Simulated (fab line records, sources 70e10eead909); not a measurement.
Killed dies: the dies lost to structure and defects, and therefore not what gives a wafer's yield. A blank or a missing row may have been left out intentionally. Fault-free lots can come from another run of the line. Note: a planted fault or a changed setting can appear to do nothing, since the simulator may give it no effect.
Problem report in the 8D (eight disciplines) form, filled by code | flow nand_harc | the parts of the form that need people (team, actions taken, sign-off) are left out

== 1. THE PROBLEM ==
At NHARC_END_SORT_01, killed_at_periphery averages 85.5 over 2 wafers from 2 lots, while fault-free wafers read 4.3, standard deviation 2.8. That is +29 standard deviations from the usual mean.
Earliest sighting: wafer L802.4 on prober-02 at day 32 03:06. The record has a number at this step for 15 wafers belonging to 5 lots. By rule, "out" or "out of limits" means more than 4 standard deviations away from the usual mean. The rest of the wafers with a number are treated as sound.

== 2. WHAT IT IS, AND WHAT IT ISN'T ==
question                    | is                                        | is not
which readings at this step | killed_at_periphery, defect_limited_yield | killed_at_array, killed_at_other, killed_open, killed_short
which lots                  | L802, L803                                | L797, L804, L810
which wafers of those lots  | L802.4, L803.1                            | L802.5, L802.6, L803.4, L803.6
read on which gauges        | prober-01, prober-02                      | -
when                        | from day 32 03:06                         | up to then (3 sound wafers); but 10 sound wafers of L802, L803, L804, L810 came after

== 3. SUSPECTS, AND WHAT RULES EACH OUT ==
Counting: a tool at a process step up to the reading stays a suspect if it ran every lot that is out. Sound lots after the first of them don't rule it out here, since some wafers of a struck lot are sound.
- the gauge at NHARC_END_SORT_01: ruled out. The wafers that are out were read on 2 gauges (prober-01, prober-02).
- pvd_sputter-03 at NHARC_P_M2_PRE_CLEAN_30 (time 30 s): kept. It ran every lot that is out, first L802 (day 11 17:29). Because NHARC_P_M2_PRE_CLEAN_30 lacks a start for some lots, the hours and order of its lots are taken from NHARC_P_M2_PVD_21.
- pvd_sputter-03 at NHARC_P_M2_PVD_20 (deposits TaN, target thk 5 nm, time 8.06 s): kept. It ran every lot that is out, first L802 (day 11 17:29). Because NHARC_P_M2_PVD_20 lacks a start for some lots, the hours and order of its lots are taken from NHARC_P_M2_PVD_21.
- pvd_sputter-03 at NHARC_P_M2_PVD_21 (deposits Cu, target thk 30 nm, time 20.49 s): kept. It ran every lot that is out, first L802 (day 11 17:29).
Left after counting: pvd_sputter-03 at NHARC_P_M2_PRE_CLEAN_30, pvd_sputter-03 at NHARC_P_M2_PVD_20, pvd_sputter-03 at NHARC_P_M2_PVD_21.

== 4. THE CAUSE (what the simulator had put in) ==
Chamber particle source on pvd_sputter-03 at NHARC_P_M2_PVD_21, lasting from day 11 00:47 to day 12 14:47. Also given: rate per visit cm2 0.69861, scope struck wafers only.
Of the 3 suspects that counting leaves, this tool is one.

== 5. THE CHAIN OF EFFECTS, in route order ==
Each row: a reading where the mean over the struck wafers with a number is more than 3 standard deviations away from the usual. Only readings whose record carries a usual standard deviation are examined. hours: median over the lots of the time between each lot's start at the first step of this table that gives one and its start at this step. sigmas: the change, counted in usual standard deviations.
hours | step              | reading              | usual  | on struck wafers | change | sigmas
0     | NHARC_END_SORT_01 | defect_limited_yield | 89.9 % | 79.0             | -10.9  | -4.2
0     | NHARC_END_SORT_01 | killed_at_periphery  | 4.3    | 85.5             | +81.2  | +29
0     | NHARC_END_SORT_01 | killed_dies          | 68     | 142              | +74    | +4.1

== 6. HOW IT WOULD HAVE BEEN CAUGHT EARLIER ==
In this record the first reading out of limits at a measuring or inspecting step was taken at day 32 03:06, 506 hours after the fault began at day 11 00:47.
An alarm limit of 4 standard deviations would not have fired on the tool readings at NHARC_P_M2_PVD_21 for which the record gives a usual standard deviation, since none of them was out on any struck wafer.
By day 32 03:06, every lot that is out (2) had started NHARC_P_M2_PVD_21 on pvd_sputter-03. None of them would have been spared by holding the tool at that moment.
